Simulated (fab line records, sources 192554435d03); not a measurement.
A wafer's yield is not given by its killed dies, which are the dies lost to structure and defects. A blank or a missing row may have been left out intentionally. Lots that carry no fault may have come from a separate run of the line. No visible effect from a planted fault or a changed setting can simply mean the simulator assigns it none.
Struck lot and sound lot, side by side | flow n5_finfet | 29 steps out of a route of 1938
Sound: wafers L240.1, L240.3, L240.6. Struck: wafer L226.2 (L226.1, L226.6, from the same lot, were not struck and are left out); the cause is given at the end.
Per side, at each step with rows, come the tool, then ch with its chambers, and then its first start. Under that, the readings that differ: sound wafers | struck wafers | difference of the means | sigmas: that difference in standard deviations of wafers without a fault.
alike: words and numbers the same on both sides, and readings whose means are apart by under 2 such deviations; not compared: readings that were withheld, readings missing a value for some wafer, numbers with overlapping values and no deviation given by the record, and bounds like >300 which may hide the same value.
The two part at a step that has a row with sigmas, a row that says differs or no value, or rows on one side only. Numbers that don't overlap but have no deviation are shown without sigmas and don't part them. Lack of a reading on every wafer of one side parts them only where that side has two or more wafers.

first, 9 steps without rows for these wafers: N5_BEOL_M0_SAQP_EXPOSE_37 (exposes mask M0 CUT1, target cd 30 nm); N5_BEOL_M0_SAQP_PEB_38 (peb time 60 s); N5_BEOL_M0_SAQP_DEVELOP_39 (develop time 30 s); N5_BEOL_M0_SAQP_DESCUM_45 (chemistry O2, time 7 s); N5_BEOL_M0_SAQP_ETCH_88 (etches underlayer in N2/H2, target depth 6.5 nm, time 5.2 s); N5_BEOL_M0_SAQP_ETCH_73 (etches SiARC in CF4, target depth 19.5 nm, time 32.5 s); N5_BEOL_M0_SAQP_CUT_ETCH_46 (etches SOC in N2/H2, target depth 135 nm, overetch 27 nm, time 202.5 s); N5_BEOL_M0_SAQP_STRIP_74 (strips in N2/H2); N5_BEOL_M0_SAQP_STRIP_89 (strips in N2/H2).
N5_BEOL_M0_SAQP_ALD_48: deposits SiO2, target thk 20 nm, pulse time 1 s, co reactant pulse time 1 s.
  sound on ald_sin-02 ch 0,1, day 11 14:56; struck on ald_sin-03 ch 3, day 8 00:48
  reading                                       | sound       | struck | difference | sigmas
  ald_cycles                                    | 139 139 139 | 99     | -40        |
  model.SiO2_of_BEOL_M0_SAQP_ALD_48.thk_nm (nm) | 20 20 20    | 14.4   | -5.6       |
  alike: heater_power_w, precursor_pulse_height_rel
  not compared: susceptor_temp_C
then, 15 steps without rows for these wafers: N5_BEOL_M0_SAQP_ETCH_49 (etches SiO2 in CF4/O2, target depth 37 nm); N5_BEOL_M0_SAQP_STRIP_75 (strips in CF4); N5_BEOL_M0_CUTY_COAT_50 (time 60 s, resist thk 15 nm); N5_BEOL_M0_CUTY_COAT_51 (resist thk 150 nm); N5_BEOL_M0_CUTY_EBR_52; N5_BEOL_M0_CUTY_SOFTBAKE_53 (time 60 s); N5_BEOL_M0_CUTY_EXPOSE_54 (exposes mask M0 ABLK); N5_BEOL_M0_CUTY_PEB_55 (peb time 60 s); N5_BEOL_M0_CUTY_DEVELOP_56 (develop time 30 s); N5_BEOL_M0_CUTY_DESCUM_61 (chemistry O2, time 7.9 s); N5_BEOL_M0_CUTY_ETCH_62 (etches SiARC in CF4, time 58.5 s); N5_BEOL_M0_CUTY_ETCH_63 (etches SOC in N2/H2, target depth 82.7 nm, overetch 16.5 nm, time 124 s); N5_BEOL_M0_CUTY_STRIP_64 (strips in N2/H2); N5_BEOL_M0_ETCH_138 (etches SiCN in CH3F/O2, target depth 12 nm, time 31.6 s); N5_BEOL_M0_HM_OPEN_105 (chemistry Cl2/BCl3, target TiN, target depth 12 nm).
N5_BEOL_M0_STRIP_140: strips in CF4.
  sound on rie_diel-06 ch 0,1, day 11 16:38; struck on rie_diel-06 ch 2, day 8 03:35
  reading                                       | sound      | struck | difference | sigmas
  model.SiO2_of_BEOL_M0_SAQP_ALD_48.thk_nm (nm) | 10.8 11 11 | 8      | -3         |
  alike: drypump_motor_current_A, oes_product_au, rf_vpp_V, showerhead_plenum_p_Torr, throttle_valve_pct
  not compared: rf_hours_counter_h
then, 1 step without rows for these wafers: N5_BEOL_M0_STRIP_104 (strips in N2/H2).
-- the record jumps here: 2 days lie between the struck wafers' starts before and after (it left off in module BEOL_M0 and takes up again in module BEOL_M4, whose first step shown is number 1111 of the route) --
N5_BEOL_M4_RC_MEAS_101:
  sound on prober-01 ch 0, day 13 17:56; struck on prober-01 ch 0, day 10 08:56
  reading        | sound          | struck | difference | sigmas
  DIBL_N (mV/V)  | 40.2 39.1 40.0 | 35.3   | -4.5       | -3
  IOFF_P (nA/um) | 0.29 0.26 0.29 | 0.20   | -0.08      | -2
  alike: DIBL_P, IOFF_N, ION_N, ION_P, SS_N, SS_P, VT_N, VT_P
-- a jump in the record: the struck wafers' starts before and after are 4 days apart (it breaks off in module BEOL_M4 and resumes in module PASSIVATION, where the first step shown is number 1936 of the route) --
N5_PASSIVATION_PROBE_49:
  sound on prober-01, day 18 23:05; struck on prober-02, day 14 16:03
  reading         | sound    | struck | difference | sigmas
  killed_at_M4_up | 14 21 13 | 5      | -11        | -2
  alike: defect_limited_yield, killed_at_M0_to_M3, killed_at_contacts, killed_at_front_end, killed_at_other, killed_dies, killed_open, killed_short, sort_bin_5_function, sort_bin_6_memory, sort_n_pass, sort_yield_pct

== WHERE THEY PART ==
Last at N5_PASSIVATION_PROBE_49 as far as this record goes, first at N5_BEOL_M4_RC_MEAS_101.

WHY: what the simulator had put in
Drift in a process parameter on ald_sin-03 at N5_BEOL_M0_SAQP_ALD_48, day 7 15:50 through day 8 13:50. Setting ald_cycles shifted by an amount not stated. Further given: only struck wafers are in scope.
